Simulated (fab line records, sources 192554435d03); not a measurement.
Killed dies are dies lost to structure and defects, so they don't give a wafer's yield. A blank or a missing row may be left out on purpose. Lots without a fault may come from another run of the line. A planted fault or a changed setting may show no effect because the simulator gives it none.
Chamber matching | flow n5_finfet | N5_BEOL_M8_STRIP_19 on rie_diel-05: 4 sister chambers
The step strips in O2. 8 wafers are shown with their chamber, then 10 later ones without.

WAFERS WITH THEIR CHAMBER
wafer  | chamber | drypump_motor_current_A (A) | showerhead_plenum_p_Torr (Torr)
L077.2 | 0       | 5.7                         | 2.03
L083.6 | 3       | 5.7                         | 2.05
L081.5 | 1       | 5.1                         | 2.04
L082.1 | 2       | 6.3                         | 2.13
L082.4 | 3       | 5.7                         | 2.05
L082.5 | 2       | 6.2                         | 2.13
L087.1 | 0       | 5.6                         | 2.02
L087.3 | 1       | 5.1                         | 2.03

WAFERS WITHOUT THEIR CHAMBER
wafer  | drypump_motor_current_A (A) | showerhead_plenum_p_Torr (Torr)
L087.5 | 6.3                         | 2.13
L092.2 | 5.7                         | 2.05
L092.3 | 6.3                         | 2.12
L092.5 | 5.1                         | 2.03
L093.1 | 6.2                         | 2.12
L093.3 | 5.6                         | 2.02
L093.6 | 5.1                         | 2.03
L097.1 | 5.8                         | 2.04
L097.2 | 6.2                         | 2.12
L097.3 | 5.6                         | 2.01

WHICH CHAMBER EACH WENT THROUGH
wafer  | from the rows above     | in truth
L087.5 | 2                       | 2
L092.2 | 3                       | 3
L092.3 | 2                       | 2
L092.5 | 1                       | 1
L093.1 | 2                       | 2
L093.3 | 0                       | 0
L093.6 | 1                       | 1
L097.1 | can't be placed: 3 or 0 | 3
L097.2 | 2                       | 2
L097.3 | 0                       | 0
Placed correctly: 9 of 10. Can't be placed from these rows: 1 (the true chamber is among the candidates in 1). Placed wrongly: 0.
How it was worked out, from the rows above alone: a wafer's distance from a chamber is the root of the sum, over the readings, of the square of ((its reading less the chamber's mean) divided by the reading's scatter). The wafer belongs to the nearest chamber; if the next one is less than 2 further off, it can't be placed. A chamber's mean is the mean of its shown wafers. The scatter: the root of (the sum of the squares of (reading less its chamber's mean) over the shown wafers, divided by (wafers less chambers)).
